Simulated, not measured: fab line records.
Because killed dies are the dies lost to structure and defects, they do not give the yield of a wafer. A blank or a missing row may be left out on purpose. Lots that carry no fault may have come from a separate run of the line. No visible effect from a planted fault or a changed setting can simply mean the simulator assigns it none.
Matching of chambers + flow n5Finfet + cvdCo-01 running N5_BEOL_M2_CO_CAP_55: 3 sister chambers
The step material Co, precursor CCTBA/H2, target thk 2 nm, time 102.1 s. 24 wafers are shown with their chamber, then 12 later ones without.

== WAFERS, EACH WITH ITS CHAMBER ==
| wafer  | chamber | heaterPowerW (W) |
|--------|---------|------------------|
| L078.1 | 1       | 296              |
| L078.4 | 0       | 250              |
| L078.5 | 2       | 206              |
| L085.2 | 1       | 289              |
| L085.5 | 2       | 209              |
| L085.6 | 1       | 293              |
| L087.3 | 2       | 217              |
| L087.5 | 1       | 297              |
| L087.6 | 2       | 209              |
| L090.1 | 0       | 259              |
| L090.2 | 1       | 296              |
| L090.3 | 1       | 295              |
| L090.4 | 0       | 256              |
| L090.5 | 0       | 264              |
| L090.6 | 1       | 289              |
| L088.1 | 1       | 295              |
| L088.2 | 2       | 212              |
| L088.3 | 0       | 258              |
| L088.4 | 0       | 260              |
| L088.5 | 1       | 298              |
| L088.6 | 2       | 210              |
| L089.1 | 1       | 291              |
| L089.4 | 2       | 209              |
| L089.6 | 1       | 297              |

SIGNATURES (averages over the wafers above)
| reading      | chamber 0 | chamber 1 | chamber 2 | scatter within a chamber |
|--------------|-----------|-----------|-----------|--------------------------|
| heaterPowerW | 257.83    | 294.18    | 210.29    | 3.68                     |
Rule: a wafer's distance from a chamber is the root of the sum, over the readings, of the square of ((its reading less the chamber's mean) divided by the reading's scatter). If the next closest chamber is less than 2 further off than the closest, the wafer can't be placed; otherwise it belongs to the closest. The scatter: the root of (the sum of the squares of (reading less its chamber's mean) over the shown wafers, divided by (wafers less chambers)).

== WAFERS MISSING THEIR CHAMBER ==
| wafer  | heaterPowerW (W) |
|--------|------------------|
| L092.1 | 207              |
| L092.4 | 210              |
| L092.5 | 261              |
| L093.1 | 258              |
| L093.4 | 258              |
| L093.6 | 206              |
| L095.1 | 210              |
| L095.2 | 252              |
| L095.3 | 286              |
| L095.4 | 298              |
| L095.5 | 208              |
| L095.6 | 251              |

== WHICH CHAMBER EACH ONE RAN IN ==
| wafer  | from the rows above | in truth |
|--------|---------------------|----------|
| L092.1 | 2                   | 2        |
| L092.4 | 2                   | 2        |
| L092.5 | 0                   | 0        |
| L093.1 | 0                   | 0        |
| L093.4 | 0                   | 0        |
| L093.6 | 2                   | 2        |
| L095.1 | 2                   | 2        |
| L095.2 | 0                   | 0        |
| L095.3 | 1                   | 1        |
| L095.4 | 1                   | 1        |
| L095.5 | 2                   | 2        |
| L095.6 | 0                   | 0        |
Correctly placed: 12 of 12. Number that these rows cannot place: 0. Wrongly placed: 0.
